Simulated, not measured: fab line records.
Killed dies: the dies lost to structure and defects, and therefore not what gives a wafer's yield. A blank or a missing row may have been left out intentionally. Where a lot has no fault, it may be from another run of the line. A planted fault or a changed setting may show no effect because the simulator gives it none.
A struck lot beside a sound one | flow nand-harc | 15 out of 1159 route steps
Sound: wafers L221.2, L221.4, L221.5. Struck: wafers L227.2, L227.4, L227.6. The cause is given at the end.
For every step that has rows: the tool of each side, followed by ch and its chambers, followed by its first start. Under that, the readings that differ: sound wafers | struck wafers | difference of the means | sigmas: that difference in standard deviations of wafers without a fault.
alike: same words and numbers on both sides, and readings whose means sit less than 2 such deviations apart. not compared: any withheld reading, any reading some wafer has no value for, any bound like >300 that may hide the same value, and any number with overlapping values for which the record gives no deviation.
The two part at a step that has a row with sigmas, a row that says differs or no value, or rows on one side only. Non-overlapping numbers with no deviation appear without sigmas and do not part them. A reading missing from all wafers of one side parts the sides only when that side holds two or more wafers.

first, 1 step without rows for these wafers: NHARC_A_ONON_D1_DEP_06 (target thk 1000 nm).
NHARC_A_ONON_D1_THK_MEAS_08: measures by ellipsometry.
  struck on film-metro-01, day 12 03:34; sound on film-metro-02, day 11 00:44
  alike: thk-nm
after that, 1 step with no rows for these wafers: NHARC_A_ONON_D1_DEP_09 (target thk 1000 nm).
NHARC_A_ONON_D1_THK_MEAS_11: measures by ellipsometry.
  struck on film-metro-02, day 12 04:08; sound on film-metro-02, day 11 01:18
  reading     | sound       | struck         | difference | sigmas
  thk-nm (nm) | 987 984 987 | 1009 1009 1009 | +23        | +2
after that, 1 step with no rows for these wafers: NHARC_A_ONON_D1_DEP_12 (target thk 1000 nm).
NHARC_A_ONON_D1_THK_MEAS_14: measures by ellipsometry.
  struck on film-metro-01, day 12 04:43; sound on film-metro-01, day 11 01:52
  alike: thk-nm
then, 2 steps without rows for these wafers: NHARC_A_ONON_D1_ANNEAL_15 (time 3600 s); NHARC_A_ONON_D1_DEP_16 (target thk 1000 nm).
NHARC_A_ONON_D1_THK_MEAS_18: measures by ellipsometry.
  struck on film-metro-01, day 12 11:44; sound on film-metro-02, day 11 09:25
  reading     | sound       | struck         | difference | sigmas
  thk-nm (nm) | 982 986 983 | 1013 1016 1014 | +31        | +3
after that, 1 step with no rows for these wafers: NHARC_A_ONON_D1_DEP_19 (target thk 1000 nm).
NHARC_A_ONON_D1_THK_MEAS_21: measures by ellipsometry.
  struck on film-metro-01, day 12 12:19; sound on film-metro-02, day 11 09:59
  reading     | sound       | struck         | difference | sigmas
  thk-nm (nm) | 983 986 983 | 1014 1014 1013 | +30        | +2
NHARC_A_ONON_D1_DEP_22: target thk 1000 nm.
  sound on pecvd-onon-02 ch 0, day 11 10:06; struck on pecvd-onon-02 ch 0, day 12 12:26
NHARC_A_ONON_D1_THK_MEAS_24: measures by ellipsometry.
  struck on film-metro-02, day 12 12:52; sound on film-metro-02, day 11 10:33
  reading     | sound       | struck      | difference | sigmas
  thk-nm (nm) | 990 990 990 | 675 675 675 | -315       | -35
after that, 1 step with no rows for these wafers: NHARC_A_ONON_D1_DEP_25 (target thk 1000 nm).
-- break in the record here, with 11 days between the starts of the struck wafers on either side (left off in module A_ONON_D1, picked up again in module END, where the first step shown is number 1159 on the route) --
NHARC_END_SORT_01:
  here the record holds rows for the struck wafers (prober-02 ch 0, day 23 16:44) but none for the sound ones

## WHERE THEY PART
At NHARC_A_ONON_D1_THK_MEAS_11 first; at NHARC_END_SORT_01 last (within this record only).

WHY: the cause the simulator had injected
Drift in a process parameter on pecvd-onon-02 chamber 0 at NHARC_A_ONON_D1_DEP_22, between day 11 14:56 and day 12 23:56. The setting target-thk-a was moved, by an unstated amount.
